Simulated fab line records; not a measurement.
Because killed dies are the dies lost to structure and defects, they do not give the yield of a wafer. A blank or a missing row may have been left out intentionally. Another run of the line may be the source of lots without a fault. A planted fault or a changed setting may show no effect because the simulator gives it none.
Problem report in the 8D (eight disciplines) form, filled by code -- flow n5-finfet -- the parts of the form that need people (team, actions taken, sign-off) are left out

== 1. THE PROBLEM ==
killed_at_M4_up at N5_PASSIVATION_PROBE_49 reads a mean of 289 on 9 wafers of 3 lots; wafers without a fault read 14 with a standard deviation of 6.1. That puts it +45 standard deviations away from the usual mean.
Seen first at day 16 00:34 on prober-01, wafer L114.2. The record holds 21 wafers of 7 lots with a number at this step. Rule for "out", or "out of limits": more than 4 standard deviations from the usual mean. All remaining wafers that have a number are taken as sound.

== 2. WHAT THIS IS AND IS NOT ==
question,is,is not
which readings at this step,"killed_at_M4_up, defect-limited-yield, killed-dies, killed-on-rim, sort_bin_5_function, sort_bin_6_memory, sort-n-pass, sort-yield-pct","killed_at_M0_to_M3, killed-at-contacts, killed-at-front-end, killed-at-other"
which lots,"L114, L116, L118","L102, L111, L112, L117"
which wafers of those lots,all that have a number,-
read on which tools,prober-01,prober-02
when,from day 16 00:34,up to then (9 sound wafers); but 3 sound wafers of L117 came after

== 3. SUSPECTS, AND WHAT RULES EACH OUT ==
Counting: a tool stays on the suspect list if, at a process step up to the reading, it processed all lots that are out and no sound lot following the first of them.
- ecd-cu-01 at N5_BEOL_M10_ECD_50 (material Cu, target thk 318 nm): kept. Every lot that is out went through it, starting with L114 (day 14 01:57), and after that it ran no sound lot; the last sound lot it ran before then is L112 (day 13 10:56).
- rie-diel-05 at N5_PASSIVATION_ETCH_54 (etches SiO2 in CHF3/O2, target depth 880 nm, time 440 s): kept. Every lot that is out went through it, starting with L114 (day 15 21:42), and after that it ran no sound lot; the last sound lot it ran before then is L102 (day 12 22:10).
- prober-01 at N5_PASSIVATION_PROBE_49: kept. It ran every lot that is out, first L114 (day 16 00:34), and no sound lot after that. Its own defect-limited-yield, killed_at_M4_up, killed-dies, killed-on-rim, sort_bin_5_function, sort_bin_6_memory, sort-n-pass, sort-yield-pct readings are out on those wafers.
The count leaves ecd-cu-01 at N5_BEOL_M10_ECD_50, rie-diel-05 at N5_PASSIVATION_ETCH_54, and prober-01 at N5_PASSIVATION_PROBE_49.

== 4. THE CAUSE (what the simulator had put in) ==
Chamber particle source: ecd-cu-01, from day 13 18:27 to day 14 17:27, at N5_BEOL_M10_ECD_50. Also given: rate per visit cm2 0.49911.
This tool is one of the 3 suspects left after counting.

== 5. THE EFFECT CHAIN, in route order ==
Rows list readings where the struck wafers' mean (over those with a number) sits beyond 3 standard deviations from the usual. Readings are gone through only where the record gives a usual standard deviation; hours: the median, over the lots, of the time from a lot's start at the first step in this table giving one to that lot's start at this step; sigmas: the change measured in usual standard deviations.
hours,step,reading,usual,on struck wafers,change,sigmas
0,N5_PASSIVATION_PROBE_49,defect-limited-yield,91.3 %,69.4,-21.9,-15
0,N5_PASSIVATION_PROBE_49,killed_at_M4_up,14,289,+275,+45
0,N5_PASSIVATION_PROBE_49,killed-dies,102,361,+259,+14
0,N5_PASSIVATION_PROBE_49,killed-on-rim,13,47,+34,+9.1
0,N5_PASSIVATION_PROBE_49,sort_bin_5_function,5.1 %,18.4,+13.3,+13
0,N5_PASSIVATION_PROBE_49,sort_bin_6_memory,3.3 %,10.4,+7.1,+10
0,N5_PASSIVATION_PROBE_49,sort-n-pass,1077,810,-267,-14
0,N5_PASSIVATION_PROBE_49,sort-yield-pct,91.3 %,68.7,-22.6,-14
Its process steps:
- N5_PASSIVATION_PROBE_49

== 6. HOW IT WOULD HAVE BEEN CAUGHT EARLIER ==
The fault began at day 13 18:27; the first out-of-limits reading in this record came at day 16 00:34, 54 hours later.
Each of the lots that are out, 3 in all, had begun N5_BEOL_M10_ECD_50 on ecd-cu-01 no later than day 16 00:34. Tool hold at that time: it would have spared none of them.
